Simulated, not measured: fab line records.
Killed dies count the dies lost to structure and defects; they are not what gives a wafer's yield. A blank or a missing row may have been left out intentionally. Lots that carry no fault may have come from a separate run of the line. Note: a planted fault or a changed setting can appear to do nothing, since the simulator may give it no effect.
Split-lot study | flow n5_finfet | on a route of 1938 steps: 7 lots, 21 wafers read

== THE SPLIT ITSELF ==
At N5_MOL_CONTACT_COAG_COAT_62 (time 60 s, resist thk 60 nm), the setting spin_rpm was moved away from the recipe's 1500 rpm on 8 of the 21 wafers read, by -7.7% to +9.3%. For the rest of the wafers, this setting stayed at what the recipe calls for.

The reading is taken at the split's own step.

== THE READING ==
SOC_of_MOL_CONTACT_COAG_COAT_62.thk_nm (the simulator's own value, which no gauge read), in nm, at N5_MOL_CONTACT_COAG_COAT_62 (time 60 s, resist thk 60 nm). The file does not state a usual value for it. Across the 13 wafers here that went through the recipe, the average is 59.9 nm and the standard deviation 0.22 nm.

wafer  | tool, chamber at the split | spin_rpm as run, rpm | against the recipe | SOC_of_MOL_CONTACT_COAG_COAT_62.thk_nm, nm | against lot-mates on the recipe
L075.1 | litho_track-03, 0          | 1385                 | -7.7%              | 62.4                                       | +2.4
L075.3 | litho_track-03, 0          | 1500                 | recipe             | 60                                         | -
L075.5 | litho_track-03, 0          | 1500                 | recipe             | 60                                         | -
L081.1 | litho_track-03, 0          | 1500                 | recipe             | 60.2                                       | -
L081.2 | litho_track-03, 0          | 1500                 | recipe             | 60.2                                       | -
L081.5 | litho_track-03, 0          | 1640                 | +9.3%              | 57.6                                       | -2.6
L085.1 | litho_track-03, 0          | 1434                 | -4.4%              | 61.2                                       | +1.2
L085.2 | litho_track-03, 0          | 1434                 | -4.4%              | 61.2                                       | +1.2
L085.5 | litho_track-03, 0          | 1500                 | recipe             | 60                                         | -
L086.2 | litho_track-05, 0          | 1500                 | recipe             | 60.2                                       | -
L086.3 | litho_track-05, 0          | 1500                 | recipe             | 59.8                                       | -
L086.5 | litho_track-05, 0          | 1500                 | recipe             | 60                                         | -
L090.1 | litho_track-01, 0          | 1547                 | +3.1%              | 59                                         | -0.8
L090.3 | litho_track-01, 0          | 1500                 | recipe             | 59.8                                       | -
L090.5 | litho_track-01, 0          | 1547                 | +3.1%              | 58.8                                       | -1.0
L093.2 | litho_track-05, 0          | 1500                 | recipe             | 60                                         | -
L093.4 | litho_track-05, 0          | 1420                 | -5.3%              | 61.6                                       | +1.6
L093.6 | litho_track-05, 0          | 1420                 | -5.3%              | 61.6                                       | +1.6
L096.1 | litho_track-01, 0          | 1500                 | recipe             | 59.6                                       | -
L096.2 | litho_track-01, 0          | 1500                 | recipe             | 59.6                                       | -
L096.3 | litho_track-01, 0          | 1500                 | recipe             | 59.6                                       | -

THE FIT
A straight line over all 21 wafers: SOC_of_MOL_CONTACT_COAG_COAT_62.thk_nm changes by -0.29 nm for each +1% of spin_rpm; r = -0.98; the points scatter about the line by 0.21 nm.
The same after taking each lot's own level away (the mean of its wafers on the recipe; 21 wafers): -0.29 nm for each +1%; r = -1.00; scatter 0.091 nm.
Per that fit: largest spin_rpm move, reading shift of 2.7 nm.
The lots' own levels span 59.60 to 60.20 nm, that is 2.8 times the standard deviation above.
The two slopes agree, so the slope changes little with the lot-to-lot level.
Check: with one of the wafers moved furthest among these (+9.3%) left out of the fit, the line predicts -2.77 nm for it against its lot-mates. Against them it came out at -2.6 nm.

== THESE WAFERS: OTHER SPLITS ==
Other splits were also applied to these wafers ahead of the reading. Each is held against what the fit with the lots' levels taken away leaves over:
other split on the same wafers       | wafers away from the commonest value | r with SOC_of_MOL_CONTACT_COAG_COAT_62.thk_nm (lot level and that fit taken away)
N5_FIN_CUT_COAT_19 spin_rpm          | 10                                   | -0.04
N5_DUMMY_GATE_CVD_03 temp_c          | 12                                   | +0.17
N5_SDB_CUT_ETCH_26 icp_w             | 7                                    | -0.16
N5_HKMG_FIN_ETCH_58 bias_w           | 7                                    | +0.04
N5_GATE_CUT_HM_DEP_46 time_s         | 7                                    | +0.08
N5_MOL_CONTACT_COAG_COAT_77 spin_rpm | 6                                    | +0.20

== THE FILE'S OWN FIT ==
SOC_of_MOL_CONTACT_COAG_COAT_62.thk_nm changes by -0.291 nm for each +1% of spin_rpm, r = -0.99.
